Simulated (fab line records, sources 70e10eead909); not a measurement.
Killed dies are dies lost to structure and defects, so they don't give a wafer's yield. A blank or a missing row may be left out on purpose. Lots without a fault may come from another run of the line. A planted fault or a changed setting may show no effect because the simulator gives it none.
A struck lot beside a sound one | flow nand_harc | 15 steps out of a route of 1302
Sound: wafers L978.2, L978.4, L978.6. Struck: wafer L971.6. (L971.3 of the same lot was not struck and is left out.) The cause comes at the end.
At each step with rows: each side's tool, then ch and its chambers, then its first start. Under that, the readings that differ: sound wafers | struck wafers | difference of the means | sigmas: that difference in standard deviations of wafers without a fault.
alike: readings whose means differ by less than 2 such deviations, and words and numbers that are the same on both sides. not compared: withheld readings, readings that some wafer has no value for, bounds like >300 that may hide the same value, and numbers for which the record gives no deviation and whose values overlap.
The two part at a step that has a row with sigmas, a row that says differs or no value, or rows on one side only. Numbers that don't overlap but have no deviation are shown without sigmas and don't part them. A reading that every wafer of one side lacks parts them only if that side has two wafers or more.

first, 7 steps without rows for these wafers: NHARC_A_CONTACT_COAT_87 (time 65 s); NHARC_A_CONTACT_COAT_02 (resist thk 90 nm); NHARC_A_CONTACT_SOFTBAKE_03 (time 55 s); NHARC_A_CONTACT_EBR_04; NHARC_A_CONTACT_EXPOSE_05 (exposes mask A CC); NHARC_A_CONTACT_PEB_06 (peb time 65 s); NHARC_A_CONTACT_DEVELOP_07 (develop time 35 s).
NHARC_A_CONTACT_CD_MEAS_08: target cd 200 nm.
  sound on cd_sem-03 ch 0, day 31 11:29; struck on cd_sem-02 ch 0, day 28 06:16
  alike: cd_nm
NHARC_A_CONTACT_OVL_MEAS_09:
  sound on overlay-01, day 31 11:34; struck on overlay-01, day 28 06:22
  reading           | sound          | struck | difference | sigmas
  overlay_y_nm (nm) | -0.5 -1.1 -0.9 | 0.5    | +1.3       | +2
  alike: overlay_x_nm
NHARC_A_CONTACT_INSPECT_10:
  sound on defect_inspect-02, day 31 11:37; struck on defect_inspect-02, day 28 06:23
  reading          | sound    | struck | difference | sigmas
  raw_defect_count | 21 24 25 | 141    | +118       | +3
NHARC_A_CONTACT_DESCUM_13: chemistry O2, time 3 s.
  sound on rie_diel-04 ch 0,1,2, day 31 11:40; struck on rie_diel-09 ch 2, day 28 06:29
  reading                | sound                | struck | difference | sigmas
  throttle_valve_pct (%) | 11.306 11.321 11.300 | 11.333 | +0.024     | +3
  alike: drypump_motor_current_A, oes_product_au, rf_vpp_V, showerhead_plenum_p_Torr
  not compared: rf_hours_counter_h
NHARC_A_CONTACT_ETCH_88: etches the open film in CF4, target depth 39 nm, time 65 s.
  sound on rie_diel-04 ch 0,2,3, day 31 11:46; struck on rie_diel-09 ch 0, day 28 06:34
  alike: drypump_motor_current_A, oes_product_au, rf_vpp_V, showerhead_plenum_p_Torr, throttle_valve_pct
  not compared: rf_hours_counter_h
NHARC_A_CONTACT_ETCH_89: etches the open film in N2/H2, target depth 260 nm, time 475.3 s.
  sound on rie_diel-04 ch 1,2, day 31 11:53; struck on rie_diel-09 ch 2, day 28 06:40
  reading               | sound             | struck | difference | sigmas
  oes_product_au (a.u.) | 1.004 1.011 1.007 | 0.839  | -0.168     | -22
  alike: drypump_motor_current_A, rf_vpp_V, showerhead_plenum_p_Torr, throttle_valve_pct
  not compared: rf_hours_counter_h
NHARC_A_CONTACT_ETCH_30: etches the open film in CF4/CHF3, target depth 72.6 nm, time 36.3 s.
  sound on rie_diel-04 ch 1,3; struck on rie_diel-09 ch 0
  reading                     | sound       | struck | difference | sigmas
  drypump_motor_current_A (A) | 6.0 6.7 6.7 | 5.6    | -0.9       | -2
  alike: oes_product_au, rf_vpp_V, showerhead_plenum_p_Torr, throttle_valve_pct
  not compared: rf_hours_counter_h
-- the record jumps here: 3 days lie between the struck wafers' starts before and after (it left off in module A_CONTACT and takes up again in module END, whose first step shown is number 1302 of the route) --
NHARC_END_SORT_01:
  sound on prober-01 ch 0, day 34 00:17; struck on prober-02 ch 0, day 30 19:32
  reading         | sound    | struck | difference | sigmas
  killed_at_array | 22 24 32 | 304    | +278       | +13
  killed_dies     | 29 32 35 | 305    | +273       | +13
  alike: killed_at_other, killed_at_periphery, killed_open, killed_short

WHERE THEY PART
First at NHARC_A_CONTACT_OVL_MEAS_09; last, within this record, at NHARC_END_SORT_01.

WHY: what the simulator had put in
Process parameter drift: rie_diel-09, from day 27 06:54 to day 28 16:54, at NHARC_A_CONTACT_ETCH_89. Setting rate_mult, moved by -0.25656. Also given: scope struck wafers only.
